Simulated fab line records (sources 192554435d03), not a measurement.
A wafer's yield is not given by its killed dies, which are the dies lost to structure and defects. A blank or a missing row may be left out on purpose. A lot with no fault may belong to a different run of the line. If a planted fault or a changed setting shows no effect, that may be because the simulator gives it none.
Struck lot and sound lot, side by side || flow n5 finfet || 16 steps out of a route of 1938
Sound: these wafers, L193.1, L193.3, L193.4. Struck: wafer L204.6; the same lot's L204.1 was not struck, so it is left out; see the end for the cause.
Per side, at each step with rows, come the tool, then ch with its chambers, and then its first start. Under that, the readings that differ: sound wafers || struck wafers || difference of the means || sigmas: that difference in standard deviations of wafers without a fault.
alike: readings whose means differ by less than 2 such deviations, and words and numbers that are the same on both sides. not compared: withheld readings, readings that some wafer has no value for, bounds like >300 that may hide the same value, and numbers for which the record gives no deviation and whose values overlap.
A row with sigmas, a row that says differs or no value, or rows on one side alone: a step with any of these is where the two part. When numbers do not overlap yet have no deviation, they are printed without sigmas and do not part them. A reading missing from all wafers of one side parts the sides only when that side holds two or more wafers.

first, 6 steps without rows for these wafers: N5_BEOL_M4_COAT_22 (resist thk 30 nm); N5_BEOL_M4_EBR_24; N5_BEOL_M4_SOFTBAKE_23 (time 60 s); N5_BEOL_M4_EXPOSE_25 (exposes mask V3, defocus 5 nm); N5_BEOL_M4_PEB_26 (peb time 60 s); N5_BEOL_M4_DEVELOP_27 (develop time 30 s).
N5_BEOL_M4_CD_MEAS_28: target cd 26.2 nm, target cd y 24.1 nm.
  sound on cd sem-03 ch 0, day 9 01:18; struck on cd sem-01 ch 0, day 11 06:34
  alike: cd nm
N5_BEOL_M4_OVL_MEAS_29:
  sound on overlay-01 ch 0, day 9 01:20; struck on overlay-02 ch 0, day 11 06:36
{"reading": "V3_OVL (nm)", "sound": "-1.5 -1.4 -0.5", "struck": 0.3, "difference": "+1.4", "sigmas": "+2"}
N5_BEOL_M4_INSPECT_30: inspects for defects (brightfield).
  struck on defect inspect-02, day 11 06:40; sound on defect inspect-02, day 9 01:23
  alike: raw defect count
N5_BEOL_M4_DESCUM_33: chemistry O2, time 7 s.
  sound on rie diel-03 ch 0,2,3, day 9 01:46; struck on rie diel-03 ch 3, day 11 06:41
  alike: drypump motor current A, oes product au, rf vpp V, showerhead plenum p Torr, throttle valve pct
  not compared: rf hours counter h
N5_BEOL_M4_ETCH_77: etches underlayer in N2/H2, target depth 6.5 nm, time 5.2 s.
  sound on rie diel-03 ch 0,2,3, day 9 01:48; struck on rie diel-03 ch 3, day 11 06:44
  alike: drypump motor current A, etch rf on time s, oes product au, rf vpp V, showerhead plenum p Torr, throttle valve pct
  not compared: rf hours counter h
N5_BEOL_M4_ETCH_69: etches SiARC in CF4, target depth 15.6 nm, time 26 s.
  sound on rie diel-03 ch 0,2,3, day 9 01:49; struck on rie diel-03 ch 3, day 11 06:44
  alike: drypump motor current A, etch rf on time s, oes product au, rf vpp V, showerhead plenum p Torr, throttle valve pct
  not compared: rf hours counter h
N5_BEOL_M4_ALD_98: deposits SiO2, target thk 2.5 nm, pulse time 1 s, co reactant pulse time 1 s.
  sound on ald sin-02 ch 0,1,2, day 9 02:06; struck on ald sin-02 ch 0, day 11 06:49
{"reading": "ald cycles", "sound": "17 17 17", "struck": 13, "difference": -4, "sigmas": ""}
{"reading": "model.SiO2_of_BEOL_M4_ALD_98.thk nm (nm)", "sound": "2.6 2.4 2.6", "struck": 2, "difference": -1, "sigmas": ""}
  alike: chamber pressure Torr, heater power w, precursor pulse height rel
N5_BEOL_M4_ETCHBACK_99: etches SiO2 in CHF3, target depth 5 nm, time 10.4 s.
  sound on rie diel-03 ch 1,2,3, day 9 03:29; struck on rie diel-02 ch 1, day 11 17:10
  alike: CHF3_flow_sccm, drypump motor current A, oes_f_703_au, oes product au, rf vpp V, showerhead plenum p Torr, throttle valve pct
  not compared: rf hours counter h
N5_BEOL_M4_RC_MEAS_101:
  sound on prober-01 ch 0, day 9 07:37; struck on prober-02 ch 0, day 11 21:38
  alike: DIBL_N, DIBL_P, IOFF_N, IOFF_P, ION_N, ION_P, SS_N, SS_P, VT_N, VT_P
then, 1 step without rows for these wafers: N5_PASSIVATION_PROBE_49.

## WHERE THEY PART
Within this record, at N5_BEOL_M4_OVL_MEAS_29 only. Later steps at which nothing parts them and some readings are alike: N5_BEOL_M4_INSPECT_30, N5_BEOL_M4_DESCUM_33, N5_BEOL_M4_ETCH_77, N5_BEOL_M4_ETCH_69, N5_BEOL_M4_ALD_98, N5_BEOL_M4_ETCHBACK_99, N5_BEOL_M4_RC_MEAS_101.

WHY: what had been put in by the simulator
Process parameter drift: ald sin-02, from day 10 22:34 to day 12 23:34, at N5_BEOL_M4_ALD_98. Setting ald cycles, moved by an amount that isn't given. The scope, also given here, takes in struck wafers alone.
